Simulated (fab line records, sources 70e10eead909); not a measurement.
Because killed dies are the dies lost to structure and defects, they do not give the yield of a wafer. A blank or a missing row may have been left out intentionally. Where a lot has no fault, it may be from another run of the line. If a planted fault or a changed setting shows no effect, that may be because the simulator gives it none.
Commonality check across tools || flow nandHarc || Lots sampled 12, wafers sampled 36

## REASON IT WAS OPENED
On 4 of the 12 lots, a flag is raised at NHARC_A_M1_CD_MEAS_09 on the reading cdNm. Fault-free wafers read 120.3 nm, with a standard deviation of 0.74.
Rule: a lot gets a flag if all its wafers with a number sit over 4 standard deviations from that mean, or if no wafer of it has a number. The other lots count as sound.

{"lot": "L200", "measured": "day 24 01:52", "on": "cdSem-03", "cdNm (nm), wafer by wafer": "120.3 119.9 120.1", "flag": ""}
{"lot": "L204", "measured": "day 24 10:58", "on": "cdSem-03", "cdNm (nm), wafer by wafer": "120.5 121.6 120.4", "flag": ""}
{"lot": "L206", "measured": "day 24 18:24", "on": "cdSem-03", "cdNm (nm), wafer by wafer": "120.3 120.5 120.6", "flag": ""}
{"lot": "L207", "measured": "day 25 11:01", "on": "cdSem-02", "cdNm (nm), wafer by wafer": "121.7 120.7 121.4", "flag": ""}
{"lot": "L208", "measured": "day 25 20:27", "on": "cdSem-02", "cdNm (nm), wafer by wafer": "119.6 119.6 119.4", "flag": ""}
{"lot": "L209", "measured": "day 26 10:34", "on": "cdSem-03", "cdNm (nm), wafer by wafer": "120.2 120.3 120.1", "flag": ""}
{"lot": "L210", "measured": "day 26 23:38", "on": "cdSem-03", "cdNm (nm), wafer by wafer": "128.3 127.6 128.8", "flag": "FLAGGED"}
{"lot": "L212", "measured": "day 27 00:29", "on": "cdSem-03", "cdNm (nm), wafer by wafer": "119.7 119.8 120.6", "flag": ""}
{"lot": "L211", "measured": "day 27 06:31", "on": "cdSem-02", "cdNm (nm), wafer by wafer": "126.3 126.4 127.0", "flag": "FLAGGED"}
{"lot": "L213", "measured": "day 27 21:05", "on": "cdSem-01", "cdNm (nm), wafer by wafer": "125.9 125.6 125.6", "flag": "FLAGGED"}
{"lot": "L217", "measured": "day 29 11:11", "on": "cdSem-03", "cdNm (nm), wafer by wafer": "125.7 125.5 126.0", "flag": "FLAGGED"}
{"lot": "L223", "measured": "day 32 09:41", "on": "cdSem-01", "cdNm (nm), wafer by wafer": "119.2 119.4 118.1", "flag": ""}
The mean of the flagged lots' numbers is 126.6 nm, +6.3 nm from the usual (+8 standard deviations).

## WHICH TOOL RAN EACH LOT
3 process steps preceding the reading are held in the record, out of 1302 steps in the route. Each cell gives the tool, then ch followed by the chambers the sampled wafers passed through, then the start.
{"lot": "L200", "flag": "", "NHARC_A_M0_DEGAS_28": "pvdSputter-01, day 23 23:01", "NHARC_A_M0_DEP_32": "pecvd-04 ch 1,2, day 24 00:44", "NHARC_A_M1_EXPOSE_06": "arfiScanner-03 ch 0, day 24 01:43"}
{"lot": "L204", "flag": "", "NHARC_A_M0_DEGAS_28": "pvdSputter-02, day 24 07:59", "NHARC_A_M0_DEP_32": "pecvd-03 ch 1,2, day 24 09:48", "NHARC_A_M1_EXPOSE_06": "arfiScanner-01 ch 0, day 24 10:49"}
{"lot": "L206", "flag": "", "NHARC_A_M0_DEGAS_28": "pvdSputter-02, day 24 15:35", "NHARC_A_M0_DEP_32": "pecvd-03 ch 1,2, day 24 17:19", "NHARC_A_M1_EXPOSE_06": "arfiScanner-02 ch 0, day 24 18:16"}
{"lot": "L207", "flag": "", "NHARC_A_M0_DEGAS_28": "pvdSputter-03, day 25 08:12", "NHARC_A_M0_DEP_32": "pecvd-03 ch 0,1, day 25 09:56", "NHARC_A_M1_EXPOSE_06": "arfiScanner-02 ch 0, day 25 10:52"}
{"lot": "L208", "flag": "", "NHARC_A_M0_DEGAS_28": "pvdSputter-01, day 25 17:35", "NHARC_A_M0_DEP_32": "pecvd-04 ch 0,1, day 25 19:22", "NHARC_A_M1_EXPOSE_06": "arfiScanner-02 ch 0, day 25 20:19"}
{"lot": "L209", "flag": "", "NHARC_A_M0_DEGAS_28": "pvdSputter-01, day 26 07:35", "NHARC_A_M0_DEP_32": "pecvd-04 ch 0,1,2, day 26 09:17", "NHARC_A_M1_EXPOSE_06": "arfiScanner-01 ch 0, day 26 10:26"}
{"lot": "L210", "flag": "FLAGGED", "NHARC_A_M0_DEGAS_28": "pvdSputter-02, day 26 20:41", "NHARC_A_M0_DEP_32": "pecvd-04 ch 0,1,2, day 26 22:23", "NHARC_A_M1_EXPOSE_06": "arfiScanner-02 ch 0, day 26 23:30"}
{"lot": "L212", "flag": "", "NHARC_A_M0_DEGAS_28": "pvdSputter-02, day 26 21:32", "NHARC_A_M0_DEP_32": "pecvd-02 ch 0,1, day 26 23:17", "NHARC_A_M1_EXPOSE_06": "arfiScanner-01 ch 0, day 27 00:21"}
{"lot": "L211", "flag": "FLAGGED", "NHARC_A_M0_DEGAS_28": "pvdSputter-01, day 27 03:36", "NHARC_A_M0_DEP_32": "pecvd-03 ch 0,1,2, day 27 05:16", "NHARC_A_M1_EXPOSE_06": "arfiScanner-02 ch 0, day 27 06:23"}
{"lot": "L213", "flag": "FLAGGED", "NHARC_A_M0_DEGAS_28": "pvdSputter-03, day 27 18:14", "NHARC_A_M0_DEP_32": "pecvd-02 ch 1,2, day 27 20:00", "NHARC_A_M1_EXPOSE_06": "arfiScanner-02 ch 0, day 27 20:56"}
{"lot": "L217", "flag": "FLAGGED", "NHARC_A_M0_DEGAS_28": "pvdSputter-02, day 29 08:13", "NHARC_A_M0_DEP_32": "pecvd-04 ch 1,2, day 29 09:55", "NHARC_A_M1_EXPOSE_06": "arfiScanner-02 ch 0, day 29 11:02"}
{"lot": "L223", "flag": "", "NHARC_A_M0_DEGAS_28": "pvdSputter-01, day 32 06:19", "NHARC_A_M0_DEP_32": "pecvd-03 ch 0,1, day 32 08:22", "NHARC_A_M1_EXPOSE_06": "arfiScanner-01 ch 0, day 32 09:33"}
These steps, and what they do:
- NHARC_A_M0_DEGAS_28: time 60 s.
- NHARC_A_M0_DEP_32: deposits SiCN, target thk 30 nm.
- NHARC_A_M1_EXPOSE_06: exposes mask A M1, target cd 120 nm.
- NHARC_A_M1_CD_MEAS_09: target cd 120 nm.

## FLAGGED OVER TOTAL, TOOL BY TOOL (the gauges that took the reading come last)
{"step": "NHARC_A_M0_DEGAS_28", "tool": "pvdSputter-01", "lots run": 5, "flagged": 1, "share of the flagged lots": "some", "sound lots run after its first flagged lot": "1 (L223)"}
{"step": "NHARC_A_M0_DEGAS_28", "tool": "pvdSputter-02", "lots run": 5, "flagged": 2, "share of the flagged lots": "some", "sound lots run after its first flagged lot": "1 (L212)"}
{"step": "NHARC_A_M0_DEGAS_28", "tool": "pvdSputter-03", "lots run": 2, "flagged": 1, "share of the flagged lots": "some", "sound lots run after its first flagged lot": 0}
{"step": "NHARC_A_M0_DEP_32", "tool": "pecvd-02", "lots run": 2, "flagged": 1, "share of the flagged lots": "some", "sound lots run after its first flagged lot": 0}
{"step": "NHARC_A_M0_DEP_32", "tool": "pecvd-03", "lots run": 5, "flagged": 1, "share of the flagged lots": "some", "sound lots run after its first flagged lot": "1 (L223)"}
{"step": "NHARC_A_M0_DEP_32", "tool": "pecvd-04", "lots run": 5, "flagged": 2, "share of the flagged lots": "some", "sound lots run after its first flagged lot": 0}
{"step": "NHARC_A_M1_EXPOSE_06", "tool": "arfiScanner-01", "lots run": 4, "flagged": 0, "share of the flagged lots": "none", "sound lots run after its first flagged lot": "-"}
{"step": "NHARC_A_M1_EXPOSE_06", "tool": "arfiScanner-02", "lots run": 7, "flagged": 4, "share of the flagged lots": "all", "sound lots run after its first flagged lot": 0}
{"step": "NHARC_A_M1_EXPOSE_06", "tool": "arfiScanner-03", "lots run": 1, "flagged": 0, "share of the flagged lots": "none", "sound lots run after its first flagged lot": "-"}
{"step": "NHARC_A_M1_CD_MEAS_09", "tool": "cdSem-01", "lots run": 2, "flagged": 1, "share of the flagged lots": "some", "sound lots run after its first flagged lot": "1 (L223)"}
{"step": "NHARC_A_M1_CD_MEAS_09", "tool": "cdSem-02", "lots run": 3, "flagged": 1, "share of the flagged lots": "some", "sound lots run after its first flagged lot": 0}
{"step": "NHARC_A_M1_CD_MEAS_09", "tool": "cdSem-03", "lots run": 7, "flagged": 2, "share of the flagged lots": "some", "sound lots run after its first flagged lot": "1 (L212)"}

## WHAT THE TABLE ALLOWS
1 row of the table ran every flagged lot: arfiScanner-02 at NHARC_A_M1_EXPOSE_06.
- arfiScanner-02 at NHARC_A_M1_EXPOSE_06 ran 7 lots, 4 of them flagged. It ran its last sound lot, L208, at day 25 20:19 and its first flagged lot, L210, at day 26 23:30: a fault with its onset between the two fits. Its own readings lie more than 4 standard deviations out on every wafer of the flagged lots: exposureDoseMJCm2.
Just one tool remains: arfiScanner-02 at NHARC_A_M1_EXPOSE_06.

## WHAT THE SIMULATOR PUT IN
Drift in process parameters on arfiScanner-02 at NHARC_A_M1_EXPOSE_06, starting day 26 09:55. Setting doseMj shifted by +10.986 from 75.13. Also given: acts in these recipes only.
Lots struck among those shown: L210, L211, L213, L217. Same finding as the rule above.
